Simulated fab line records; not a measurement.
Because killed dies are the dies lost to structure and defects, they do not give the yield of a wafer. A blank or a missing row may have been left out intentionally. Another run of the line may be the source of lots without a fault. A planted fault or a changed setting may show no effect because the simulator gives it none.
Lot-split experiment + flow n5-finfet + on a route of 1938 steps: 7 lots, 21 wafers read

## SPLIT DETAILS
At N5_BEOL_M13_DEP_53 (deposits SiCN from 3MS/NH3, target thk 50 nm, time 17.8 s), the setting time-s was moved away from the recipe's 17.8 s on 9 of the 21 wafers read, by -11.3% to +6.8%. This setting was run at the recipe's value on the other wafers.

The reading comes from the split's own step.

## THE READING
SiCN_of_BEOL_M13_DEP_53.thk-nm (the simulator's own value, which no gauge read), in nm, at N5_BEOL_M13_DEP_53 (deposits SiCN from 3MS/NH3, target thk 50 nm, time 17.8 s). No usual value for it is given in the file. The 12 wafers here that ran the recipe average 50.1 nm, standard deviation 0.76 nm.

| wafer  | tool, chamber at the split | time-s as run, s | against the recipe | SiCN_of_BEOL_M13_DEP_53.thk-nm, nm | against lot-mates on the recipe |
|--------|----------------------------|------------------|--------------------|------------------------------------|---------------------------------|
| L075.1 | pecvd-01, 1                | 16.46            | -7.5%              | 46                                 | -4.4                            |
| L075.3 | pecvd-01, 2                | 16.46            | -7.5%              | 45.8                               | -4.6                            |
| L075.5 | pecvd-01, 2                | 17.8             | recipe             | 50.4                               | -                               |
| L082.1 | pecvd-01, 2                | 17.8             | recipe             | 48.8                               | -                               |
| L082.4 | pecvd-01, 2                | 17.8             | recipe             | 48.8                               | -                               |
| L082.5 | pecvd-01, 1                | 16.81            | -5.6%              | 46.8                               | -2.0                            |
| L081.4 | pecvd-03, 0                | 17.8             | recipe             | 50.2                               | -                               |
| L081.5 | pecvd-03, 1                | 17.8             | recipe             | 51.4                               | -                               |
| L081.6 | pecvd-03, 2                | 17.8             | recipe             | 50.8                               | -                               |
| L085.2 | pecvd-03, 1                | 17.8             | recipe             | 49.6                               | -                               |
| L085.4 | pecvd-03, 1                | 17.8             | recipe             | 50.6                               | -                               |
| L085.6 | pecvd-03, 0                | 17.8             | recipe             | 50                                 | -                               |
| L086.4 | pecvd-01, 1                | 17.8             | recipe             | 50.6                               | -                               |
| L086.5 | pecvd-01, 0                | 19.01            | +6.8%              | 53.2                               | +2.6                            |
| L086.6 | pecvd-01, 2                | 19.01            | +6.8%              | 53                                 | +2.4                            |
| L089.4 | pecvd-01, 0,2              | 18.97            | +6.6%              | 53.2                               | +3.2                            |
| L089.5 | pecvd-01, 0,2              | 18.97            | +6.6%              | 53.2                               | +3.2                            |
| L089.6 | pecvd-01, 1                | 17.8             | recipe             | 50                                 | -                               |
| L097.1 | pecvd-01, 2                | 15.78            | -11.3%             | 43.4                               | -6.0                            |
| L097.2 | pecvd-01, 1                | 15.78            | -11.3%             | 43.6                               | -5.8                            |
| L097.3 | pecvd-01, 0                | 17.8             | recipe             | 49.4                               | -                               |
Rows listing several chambers each stand for several wafers; the file does not say which wafer went through which chamber.

THE FIT
A straight line over all 21 wafers: SiCN_of_BEOL_M13_DEP_53.thk-nm changes by +0.533 nm for each +1% of time-s; r = +0.98; the points scatter about the line by 0.65 nm.
The same after taking each lot's own level away (the mean of its wafers on the recipe; 21 wafers): +0.493 nm for each +1%; r = +0.99; scatter 0.47 nm.
On that fit, the largest move of time-s shifts the reading by 5.6 nm.
The lots' own levels span 48.80 to 50.80 nm, that is 2.6 times the standard deviation above.
So the lot-to-lot level changes the slope little: the two slopes agree.
Check: for one of the wafers moved furthest among these (-11.3%), held out of the fit, the line's prediction against its lot-mates is -5.67 nm. It came out at -6 nm against them.

## FURTHER SPLITS ON THESE WAFERS
Other splits were also applied to these wafers ahead of the reading. Each is held against what the fit with the lots' levels taken away leaves over:
| other split on the same wafers   | wafers away from the commonest value | r with SiCN_of_BEOL_M13_DEP_53.thk-nm (lot level and that fit taken away) |
|----------------------------------|--------------------------------------|---------------------------------------------------------------------------|
| N5_BEOL_M12_ETCH_59 h2-flow-sccm | 8                                    | -0.08                                                                     |
| N5_BEOL_M13_EXPOSE_07 dose-mj    | 8                                    | -0.15                                                                     |
| N5_BEOL_M13_ETCH_59 time-s       | 9                                    | -0.04                                                                     |

## FILE'S OWN FIT
SiCN_of_BEOL_M13_DEP_53.thk-nm changes by +0.49 nm for each +1% of time-s, r = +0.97.
